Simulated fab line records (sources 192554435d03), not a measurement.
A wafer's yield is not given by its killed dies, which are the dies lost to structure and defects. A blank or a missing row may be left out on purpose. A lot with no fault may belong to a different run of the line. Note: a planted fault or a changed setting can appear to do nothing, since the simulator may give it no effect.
Chamber matching	flow n5-finfet	N5_SD_EPI_N_ETCH_34 on rie-diel-01: 4 sister chambers
The step etches SiARC in CF4, target depth 45.5 nm, time 75.8 s. 4 wafers are shown with their chamber, then 12 later ones without.

== WAFERS PAIRED WITH THEIR CHAMBERS ==
wafer	chamber	showerhead-plenum-p-Torr (Torr)
L081.6	2	2.05
L090.4	3	2.22
L090.5	1	2.05
L090.6	0	2.19

== WAFERS MISSING THEIR CHAMBER ==
wafer	showerhead-plenum-p-Torr (Torr)
L093.1	2.29
L093.5	2.29
L093.6	2.21
L095.1	2.18
L095.3	2.05
L095.5	2.18
L096.2	2.05
L096.4	2.29
L096.6	2.05
L097.2	2.29
L097.3	2.05
L097.4	2.21

== WHICH CHAMBER EACH ONE RAN IN ==
wafer	from the rows above	in truth
L093.1	can't be placed: 3 or 0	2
L093.5	can't be placed: 3 or 0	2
L093.6	can't be placed: 3 or 0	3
L095.1	can't be placed: 0 or 3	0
L095.3	can't be placed: 1 or 2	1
L095.5	can't be placed: 0 or 3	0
L096.2	can't be placed: 1 or 2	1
L096.4	can't be placed: 3 or 0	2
L096.6	can't be placed: 1 or 2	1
L097.2	can't be placed: 3 or 0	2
L097.3	can't be placed: 1 or 2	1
L097.4	can't be placed: 3 or 0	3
Placed correctly: 0 of 12. Unplaceable from these rows: 12, with the true chamber sitting among the candidates in 8. Number placed wrongly: 0.
How it was worked out, from the rows above alone: a wafer's distance from a chamber is the root of the sum, over the readings, of the square of ((its reading less the chamber's mean) divided by the reading's scatter). The wafer belongs to the nearest chamber; if the next one is less than 2 further off, it can't be placed. A chamber's mean is the mean of its shown wafers. The scatter: root of mean squared gap, hidden wafer to nearest shown wafer, with one shown wafer a chamber.
